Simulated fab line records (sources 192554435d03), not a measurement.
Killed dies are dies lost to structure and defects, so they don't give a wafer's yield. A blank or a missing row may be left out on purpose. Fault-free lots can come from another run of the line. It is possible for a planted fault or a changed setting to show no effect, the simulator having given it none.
Which tool was responsible? + flow n5-finfet + 7 lots, 21 wafers sampled, at 4 steps of a route of 1938

WHAT THE GAUGES SHOWED, per wafer
N5_SD_EPI_P_EPI_MEAS_23.
| lot  | measured    | on            | thk-nm (nm)    |
|------|-------------|---------------|----------------|
| L324 | day 4 07:07 | film-metro-02 | 62.1 61.3 61.7 |
| L326 | day 4 16:04 | film-metro-01 | 59.6 62.3 59.8 |
| L330 | day 5 12:06 | film-metro-02 | 3.0 1.7 0.1    |
| L332 | day 6 01:05 | film-metro-02 | 0.3 1.5 0.7    |
| L338 | day 7 15:09 | film-metro-01 | 63.5 63.5 62.2 |
| L340 | day 8 00:22 | film-metro-02 | 60.5 58.6 62.0 |
| L343 | day 8 15:49 | film-metro-01 | 59.1 60.3 60.0 |

WHAT TOOL EACH LOT RAN ON (gives the tool, then ch and the chambers of the sampled wafers, and finally the start)
| lot  | N5_SD_EPI_P_ETCH_37               | N5_SD_EPI_P_ETCH_47               | N5_SD_EPI_P_PRECLEAN_51        |
|------|-----------------------------------|-----------------------------------|--------------------------------|
| L324 | rie-diel-01 ch 0,1,3, day 4 03:40 | rie-diel-01 ch 0,1,3, day 4 04:05 | epi-rpcvd-02 ch 0, day 4 04:34 |
| L326 | rie-diel-05 ch 0,1, day 4 11:20   | rie-diel-05 ch 0,1, day 4 11:46   | epi-rpcvd-04 ch 0, day 4 13:31 |
| L330 | rie-diel-06 ch 0,1,3, day 5 07:48 | rie-diel-06 ch 0,1,3, day 5 08:14 | epi-rpcvd-01, day 5 08:44      |
| L332 | rie-diel-06 ch 1,2,3, day 5 20:45 | rie-diel-06 ch 1,2,3, day 5 21:10 | epi-rpcvd-01, day 5 21:40      |
| L338 | rie-diel-06 ch 1,2, day 7 11:42   | rie-diel-06 ch 1,2, day 7 12:07   | epi-rpcvd-01 ch 0, day 7 12:36 |
| L340 | rie-diel-06 ch 0,1,2, day 7 20:55 | rie-diel-06 ch 0,1,2, day 7 21:20 | epi-rpcvd-04 ch 0, day 7 21:50 |
| L343 | rie-diel-06 ch 0,1,3, day 8 11:30 | rie-diel-06 ch 0,1,3, day 8 11:55 | epi-rpcvd-04 ch 0, day 8 12:23 |
- N5_SD_EPI_P_ETCH_37: etches SOC in N2/H2, overetch 108 nm, time 486 s.
- N5_SD_EPI_P_ETCH_47: etches SiOCN in CH3F/O2, target depth 25 nm.
- N5_SD_EPI_P_PRECLEAN_51: cleans in NF3:NH3, afs cycles 1, time 20 s, sublimation time 60 s.

THE ANSWER, worked out from the rows above alone
Rule: the lots themselves supply what counts as usual. The widest of any qualifying gaps counts: lots, ordered by their means at a reading, are off when they make up no more than a third of the lots, leave a main group of 4 or more, and stand apart from it by 3 or more times the standard deviation of that group's means. Not used: any main group whose means are identical at the precision the tables above print for the reading. Also off: a lot with no number at a reading for which 4 or more lots have one. Any other lot the step has rows for is counted as sound.
Off: L330, L332, at N5_SD_EPI_P_EPI_MEAS_23 (thk-nm). Main group: mean 61.1 nm, sd 1.2.
If a tool, at a process step before that reading, ran all the lots that are off and no sound lot after the first of them, it fits. Those tools and the gauges at N5_SD_EPI_P_EPI_MEAS_23 are tried in the same way. No candidate that was tried fits.

WHAT WAS PUT IN BY THE SIMULATOR
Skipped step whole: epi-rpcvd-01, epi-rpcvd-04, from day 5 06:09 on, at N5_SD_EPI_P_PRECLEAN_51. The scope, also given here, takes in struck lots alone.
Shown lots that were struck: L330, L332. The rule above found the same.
